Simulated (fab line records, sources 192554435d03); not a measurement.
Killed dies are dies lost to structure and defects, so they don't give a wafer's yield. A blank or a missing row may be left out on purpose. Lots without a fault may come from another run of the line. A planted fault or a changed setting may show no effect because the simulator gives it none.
Split-lot experiment | flow n5_finfet | 7 lots, 21 wafers read, on a route of 1938 steps

THE SPLIT
At N5_ZERO_LAYER_COAT_05 (resist thk 1000 nm), the setting spin_rpm was moved away from the recipe's 1500 rpm on 6 of the 21 wafers read, by -9.3% to +5.5%. The other wafers ran this setting at the recipe's value.

FROM THE SPLIT TO THE READING: what the file shows between them, 3 steps
- N5_ZERO_LAYER_EBR_07
- N5_ZERO_LAYER_SOFTBAKE_06: time 90 s
- N5_ZERO_LAYER_DESCUM_16: chemistry O2, time 7.9 s

THE READING
coat_of_ZERO_LAYER_COAT_05.thk_nm (the simulator's own value, which no gauge read), in nm, at N5_ZERO_LAYER_ETCH_17 (etches SiO2 in CF4, target depth 12 nm, time 13.3 s). The file gives no usual value for it. The 15 wafers here that ran the recipe average 970.3 nm, standard deviation 1.6 nm.

wafer  | tool, chamber at the split | spin_rpm as run, rpm | against the recipe | coat_of_ZERO_LAYER_COAT_05.thk_nm, nm | against lot-mates on the recipe
L074.2 | litho_track-02, 0          | 1500                 | recipe             | 967.9                                 | -
L074.4 | litho_track-02, 0          | 1361                 | -9.3%              | 1019                                  | +51.1
L074.6 | litho_track-02, 0          | 1361                 | -9.3%              | 1020                                  | +52.1
L077.1 | litho_track-01, 0          | 1500                 | recipe             | 971                                   | -
L077.2 | litho_track-01, 0          | 1500                 | recipe             | 970.4                                 | -
L077.4 | litho_track-01, 0          | 1583                 | +5.5%              | 943.2                                 | -27.5
L078.2 | litho_track-05, 0          | 1424                 | -5.1%              | 995.5                                 | +25.3
L078.3 | litho_track-05, 0          | 1500                 | recipe             | 970                                   | -
L078.6 | litho_track-05, 0          | 1500                 | recipe             | 970.4                                 | -
L087.1 | litho_track-05, 0          | 1500                 | recipe             | 970.8                                 | -
L087.2 | litho_track-05, 0          | 1500                 | recipe             | 969                                   | -
L087.6 | litho_track-05, 0          | 1500                 | recipe             | 971.7                                 | -
L089.4 | litho_track-02, 0          | 1500                 | recipe             | 969                                   | -
L089.5 | litho_track-02, 0          | 1500                 | recipe             | 966.7                                 | -
L089.6 | litho_track-02, 0          | 1500                 | recipe             | 972                                   | -
L090.1 | litho_track-01, 0          | 1415                 | -5.7%              | 1006                                  | +32.7
L090.4 | litho_track-01, 0          | 1500                 | recipe             | 973.3                                 | -
L090.6 | litho_track-01, 0          | 1415                 | -5.7%              | 1003                                  | +29.7
L091.2 | litho_track-01, 0          | 1500                 | recipe             | 969.7                                 | -
L091.5 | litho_track-01, 0          | 1500                 | recipe             | 970.4                                 | -
L091.6 | litho_track-01, 0          | 1500                 | recipe             | 971.5                                 | -

THE FIT
A straight line over all 21 wafers: coat_of_ZERO_LAYER_COAT_05.thk_nm changes by -5.37 nm for each +1% of spin_rpm; r = -0.99; the points scatter about the line by 2.1 nm.
The same after taking each lot's own level away (the mean of its wafers on the recipe; 21 wafers): -5.42 nm for each +1%; r = -1.00; scatter 1.4 nm.
On that fit, the largest move of spin_rpm shifts the reading by 50 nm.
The lots' own levels span 967.90 to 973.30 nm, that is 3.4 times the standard deviation above.
So the lot-to-lot level changes the slope little: the two slopes agree.
Check: with one of the wafers moved furthest among these (-9.3%) left out of the fit, the line predicts +50.2 nm for it against its lot-mates. It came out at +51.1 nm against them.

OTHER SPLITS ON THESE WAFERS
These wafers also went through other splits before the reading. Each is held against what the fit with the lots' levels taken away leaves over:
other split on the same wafers | wafers away from the commonest value | r with coat_of_ZERO_LAYER_COAT_05.thk_nm (lot level and that fit taken away)
N5_ZERO_LAYER_PECVD_02 time_s  | 3                                    | -0.02

THE WHOLE CHAIN: every reading that the file lists as answering this split, in the file's order
step                   | what it does                                        | reading                                                                            | change (the file's fit)              | r (the file's)
N5_ZERO_LAYER_COAT_05  | resist thk 1000 nm                                  | coat_of_ZERO_LAYER_COAT_05.thk_nm (the simulator's own value, which no gauge read) | -5.33 nm for each +1% of the setting | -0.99
N5_ZERO_LAYER_ETCH_17  | etches SiO2 in CF4, target depth 12 nm, time 13.3 s | coat_of_ZERO_LAYER_COAT_05.thk_nm (the simulator's own value, which no gauge read) | -5.37 nm for each +1% of the setting | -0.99
N5_ZERO_LAYER_STRIP_24 | strips in O2                                        | strip_time_to_endpoint_s                                                           | withheld for each +1% of the setting | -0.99

THE FILE'S OWN FIT
coat_of_ZERO_LAYER_COAT_05.thk_nm changes by -5.37 nm for each +1% of spin_rpm, r = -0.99.
